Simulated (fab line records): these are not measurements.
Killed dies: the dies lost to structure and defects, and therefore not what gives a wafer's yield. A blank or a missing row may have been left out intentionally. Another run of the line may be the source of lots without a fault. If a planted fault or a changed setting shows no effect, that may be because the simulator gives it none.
Struck lot and sound lot, side by side / flow nand-harc / 14 out of 1302 route steps
Sound: the wafers L817.2, L817.3, L817.6. Struck: wafer L825.3 (left out: L825.1, L825.6 of the same lot, which were not struck); the cause appears at the end.
At each step with rows: each side's tool, then ch and its chambers, then its first start. Under that, the readings that differ: sound wafers / struck wafers / difference of the means / sigmas: that difference in standard deviations of wafers without a fault.
alike: readings with means less than 2 such deviations apart, plus words and numbers identical on both sides. not compared: withheld readings, readings lacking a value on some wafer, bounds such as >300 that could conceal the same value, and numbers that have no deviation in the record and whose values overlap.
A row with sigmas, a row that says differs or no value, or rows on one side alone: a step with any of these is where the two part. When numbers do not overlap yet have no deviation, they are printed without sigmas and do not part them. A reading missing from all wafers of one side parts the sides only when that side holds two or more wafers.

NHARC_A_SLIT_ETCH_26: etches the open film in C4F8/O2/Ar, time 90 s, target depth 400 nm.
  sound on har-etch-01 ch 0,1, day 20 21:02; struck on har-etch-02 ch 1, day 24 12:37
reading=throttle-valve-pct (%); sound=27.617 27.612 27.612; struck=27.639; difference=+0.025; sigmas=+3
  alike: drypump-motor-current-A, showerhead-plenum-p-Torr
  not compared: rf-hours-counter-h
then, 1 step without rows for these wafers: NHARC_A_SLIT_STRIP_28 (strips in O2/COS).
NHARC_A_SLIT_ETCH_29: etches the open film in CF4/O2, target depth 100 nm, overetch 10 nm, time 55 s.
  sound on rie-diel-13 ch 0,1,2, day 20 21:55; struck on rie-diel-02 ch 2, day 24 13:31
reading=oes-product-au (a.u.); sound=0.997 1.039 1.016; struck=0.986; difference=-0.031; sigmas=-2
reading=throttle-valve-pct (%); sound=13.388 13.398 13.412; struck=13.381; difference=-0.018; sigmas=-2
  alike: cf4-flow-sccm, drypump-motor-current-A, oes_ar_750_au, rf-vpp-V, showerhead-plenum-p-Torr
  not compared: rf-hours-counter-h
NHARC_A_SLIT_STRIP_18: strips in O2.
  sound on rie-diel-13 ch 0,1,3; struck on rie-diel-02 ch 1
reading=drypump-motor-current-A (A); sound=5.8 5.9 6.4; struck=5.0; difference=-1.0; sigmas=-2
reading=rf-vpp-V (V); sound=58.6 59.1 57.8; struck=56.6; difference=-1.9; sigmas=-2
  alike: oes-product-au, showerhead-plenum-p-Torr, throttle-valve-pct
  not compared: rf-hours-counter-h
then, 2 steps without rows for these wafers: NHARC_A_SLIT_PRECLEAN_19 (cleans in SC1); NHARC_A_SLIT_SRD_20.
NHARC_A_SLIT_CD_MEAS_21:
  sound: cd-sem-03 at day 20 22:27; struck: cd-sem-02 at day 24 14:07
  alike: cd-nm
then, 3 steps without rows for these wafers: NHARC_A_SIN_REMOVE_WET_00 (chemistry H3PO4, time 15300 s); NHARC_A_SIN_REMOVE_PRECLEAN_01 (cleans in SC1); NHARC_A_SIN_REMOVE_SRD_02.
NHARC_A_SIN_REMOVE_INSPECT_04:
  sound: defect-inspect-01 at day 21 05:01; struck: defect-inspect-02 at day 24 20:49
  alike: raw-defect-count
NHARC_A_WL_FILL_ALD_00: deposits Al2O3, target thk 3 nm, pulse time 3 s, ald cycles 30.
  sound on ald-hk-04 ch 0,2,3, day 21 07:24; struck on ald-hk-04 ch 3, day 24 20:54
reading=ald-cycles; sound=30 30 30; struck=35; difference=+5; sigmas=
  alike: heater-power-w, precursor-pulse-height-rel
NHARC_A_WL_FILL_RTA_01: time 5 s.
  sound on rtp-anneal-02 ch 0, day 21 07:40; struck on rtp-anneal-01 ch 0, day 24 21:08
reading=lamp-power-pct (%); sound=34 34 34; struck=27; difference=-7; sigmas=-2
reading=wafer_temp_C_max; sound=1003.2 1003.9 1003.4; struck=1007.2; difference=+3.7; sigmas=+2
-- the record jumps here: 4 days lie between the struck wafers' starts before and after (it left off in module A_WL_FILL and takes up again in module END, whose first step shown is number 1302 of the route) --
NHARC_END_SORT_01:
  sound on prober-02 ch 0, day 25 14:10; struck on prober-01 ch 0, day 28 20:35
  alike: killed-at-array, killed-at-other, killed-at-periphery, killed-dies, killed-open, killed-short

## WHERE THEY PART
Earliest at NHARC_A_SLIT_ETCH_26; latest, in this record, at NHARC_A_WL_FILL_RTA_01. Later steps at which nothing parts them and some readings are alike: NHARC_END_SORT_01.

WHY: what the simulator had put in
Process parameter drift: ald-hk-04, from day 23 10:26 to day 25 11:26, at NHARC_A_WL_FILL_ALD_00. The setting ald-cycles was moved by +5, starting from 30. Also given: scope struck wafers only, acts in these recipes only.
